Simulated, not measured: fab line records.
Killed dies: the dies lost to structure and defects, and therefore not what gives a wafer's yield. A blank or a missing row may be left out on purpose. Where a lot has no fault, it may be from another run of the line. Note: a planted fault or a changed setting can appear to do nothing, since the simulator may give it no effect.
Chamber matching || flow nand_harc || 4 sister chambers for NHARC_A_CHANNEL_FILL_D1_ETCHBACK_20 on rie_diel-13
The step etches the open film in C4F8/O2/Ar, target depth 27 nm, time 13.5 s. 14 wafers are shown with their chamber, then 7 later ones without.

## WAFERS WITH THEIR CHAMBER
{"wafer": "L846.1", "chamber": 2, "rf_vpp_V (V)": 976, "oes_product_au (a.u.)": 0.99}
{"wafer": "L846.5", "chamber": 0, "rf_vpp_V (V)": 969, "oes_product_au (a.u.)": 0.99}
{"wafer": "L846.6", "chamber": 3, "rf_vpp_V (V)": 980, "oes_product_au (a.u.)": 1.01}
{"wafer": "L849.3", "chamber": 2, "rf_vpp_V (V)": 976, "oes_product_au (a.u.)": 0.99}
{"wafer": "L849.5", "chamber": 2, "rf_vpp_V (V)": 977, "oes_product_au (a.u.)": 0.99}
{"wafer": "L849.6", "chamber": 3, "rf_vpp_V (V)": 979, "oes_product_au (a.u.)": 1.01}
{"wafer": "L851.3", "chamber": 0, "rf_vpp_V (V)": 971, "oes_product_au (a.u.)": 0.91}
{"wafer": "L851.4", "chamber": 3, "rf_vpp_V (V)": 981, "oes_product_au (a.u.)": 0.93}
{"wafer": "L851.6", "chamber": 1, "rf_vpp_V (V)": 971, "oes_product_au (a.u.)": 0.93}
{"wafer": "L853.1", "chamber": 2, "rf_vpp_V (V)": 975, "oes_product_au (a.u.)": 0.97}
{"wafer": "L853.2", "chamber": 1, "rf_vpp_V (V)": 973, "oes_product_au (a.u.)": 1.00}
{"wafer": "L853.5", "chamber": 2, "rf_vpp_V (V)": 974, "oes_product_au (a.u.)": 0.97}
{"wafer": "L862.1", "chamber": 1, "rf_vpp_V (V)": 972, "oes_product_au (a.u.)": 1.00}
{"wafer": "L862.2", "chamber": 0, "rf_vpp_V (V)": 971, "oes_product_au (a.u.)": 1.01}

SIGNATURES (means of the wafers above)
{"reading": "rf_vpp_V", "chamber 0": 970.33, "chamber 1": 972.00, "chamber 2": 975.60, "chamber 3": 980.00, "scatter within a chamber": 1.09}
{"reading": "oes_product_au", "chamber 0": 0.9700, "chamber 1": 0.9767, "chamber 2": 0.9820, "chamber 3": 0.9833, "scatter within a chamber": 0.0369}
Rule: a wafer lies at a distance from a chamber equal to the root of the sum of squares, over the readings, of (its reading less the chamber's mean, divided by the reading's scatter). If the next closest chamber is less than 2 further off than the closest, the wafer can't be placed; otherwise it belongs to the closest. The scatter is the square root of a quotient: the sum, over the shown wafers, of each reading's squared deviation from its chamber's mean, divided by wafers minus chambers.

## WAFERS WITH NO CHAMBER GIVEN
{"wafer": "L862.4", "rf_vpp_V (V)": 979, "oes_product_au (a.u.)": 1.00}
{"wafer": "L863.2", "rf_vpp_V (V)": 980, "oes_product_au (a.u.)": 0.99}
{"wafer": "L863.3", "rf_vpp_V (V)": 974, "oes_product_au (a.u.)": 0.99}
{"wafer": "L863.4", "rf_vpp_V (V)": 972, "oes_product_au (a.u.)": 1.01}
{"wafer": "L864.1", "rf_vpp_V (V)": 976, "oes_product_au (a.u.)": 0.99}
{"wafer": "L864.3", "rf_vpp_V (V)": 968, "oes_product_au (a.u.)": 1.00}
{"wafer": "L864.6", "rf_vpp_V (V)": 969, "oes_product_au (a.u.)": 1.00}

## THE CHAMBER EACH PASSED THROUGH
{"wafer": "L862.4", "from the rows above": 3, "in truth": 3}
{"wafer": "L863.2", "from the rows above": 3, "in truth": 3}
{"wafer": "L863.3", "from the rows above": "can't be placed: 2 or 1 or 0", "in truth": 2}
{"wafer": "L863.4", "from the rows above": "can't be placed: 1 or 0", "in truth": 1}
{"wafer": "L864.1", "from the rows above": 2, "in truth": 2}
{"wafer": "L864.3", "from the rows above": "can't be placed: 0 or 1", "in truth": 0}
{"wafer": "L864.6", "from the rows above": "can't be placed: 0 or 1", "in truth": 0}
Correct placement for 3 of the 7. Cannot be placed on the basis of these rows: 4; the candidates contain the true chamber in 4. Number placed wrongly: 0.
